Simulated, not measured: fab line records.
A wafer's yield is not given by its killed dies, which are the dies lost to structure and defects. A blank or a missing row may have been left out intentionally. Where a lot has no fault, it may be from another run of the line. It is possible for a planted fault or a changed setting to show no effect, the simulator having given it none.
Matching of chambers | flow nandHarc | NHARC_A_BONDPAD_ETCH_12 on rieDiel-10 has 4 sister chambers
The step etches the open film in CHF3/O2, target depth 220 nm, time 110 s. 17 wafers are shown with their chamber, then 8 later ones without.

WAFERS, EACH WITH ITS CHAMBER
wafer  | chamber | showerheadPlenumPTorr (Torr) | drypumpMotorCurrentA (A) | rfVppV (V)
L846.1 | 3       | 2.50                         | 6.3                      | 372.6
L846.3 | 0       | 2.32                         | 6.2                      | 368.9
L846.4 | 2       | 2.28                         | 5.6                      | 366.1
L845.1 | 3       | 2.50                         | 6.3                      | 373.3
L845.2 | 0       | 2.32                         | 6.2                      | 368.2
L845.5 | 1       | 2.53                         | 6.7                      | 372.0
L847.2 | 0       | 2.32                         | 6.2                      | 368.1
L847.5 | 3       | 2.50                         | 6.3                      | 372.6
L847.6 | 1       | 2.53                         | 6.8                      | 374.1
L852.4 | 2       | 2.28                         | 5.5                      | 368.1
L852.6 | 3       | 2.50                         | 6.3                      | 372.7
L853.2 | 0       | 2.32                         | 6.2                      | 368.3
L853.4 | 2       | 2.28                         | 5.5                      | 367.2
L862.3 | 2       | 2.28                         | 5.6                      | 369.1
L862.5 | 0       | 2.31                         | 6.2                      | 368.9
L862.6 | 3       | 2.50                         | 6.3                      | 371.8
L865.2 | 1       | 2.53                         | 6.7                      | 374.9

SIGNATURES (averages over the wafers above)
reading               | chamber 0 | chamber 1 | chamber 2 | chamber 3 | scatter within a chamber
showerheadPlenumPTorr | 2.3180    | 2.5300    | 2.2800    | 2.5000    | 0.00248
drypumpMotorCurrentA  | 6.200     | 6.733     | 5.550     | 6.300     | 0.0358
rfVppV                | 368.480   | 373.667   | 367.625   | 372.600   | 0.926
Rule: for a wafer and a chamber, the distance is found by dividing, reading by reading, the gap between the wafer's reading and the chamber's mean by the reading's scatter, squaring, summing and taking the root. If the next closest chamber is less than 2 further off than the closest, the wafer can't be placed; otherwise it belongs to the closest. The scatter: take each reading less its chamber's mean, square it, sum over the shown wafers, divide by the number of wafers less the number of chambers, and take the root.

WAFERS WHOSE CHAMBER IS MISSING
wafer  | showerheadPlenumPTorr (Torr) | drypumpMotorCurrentA (A) | rfVppV (V)
L865.5 | 2.31                         | 6.2                      | 369.0
L865.6 | 2.53                         | 6.7                      | 373.3
L864.2 | 2.53                         | 6.7                      | 373.2
L864.3 | 2.50                         | 6.3                      | 371.4
L864.6 | 2.53                         | 6.7                      | 374.5
L866.2 | 2.31                         | 6.2                      | 368.9
L866.3 | 2.53                         | 6.7                      | 373.2
L866.6 | 2.31                         | 6.2                      | 368.3

WHICH CHAMBER EACH WENT THROUGH
wafer  | from the rows above | in truth
L865.5 | 0                   | 0
L865.6 | 1                   | 1
L864.2 | 1                   | 1
L864.3 | 3                   | 3
L864.6 | 1                   | 1
L866.2 | 0                   | 0
L866.3 | 1                   | 1
L866.6 | 0                   | 0
Correctly placed: 8 of 8. From these rows, 0 cannot be placed. Placed wrongly: 0.
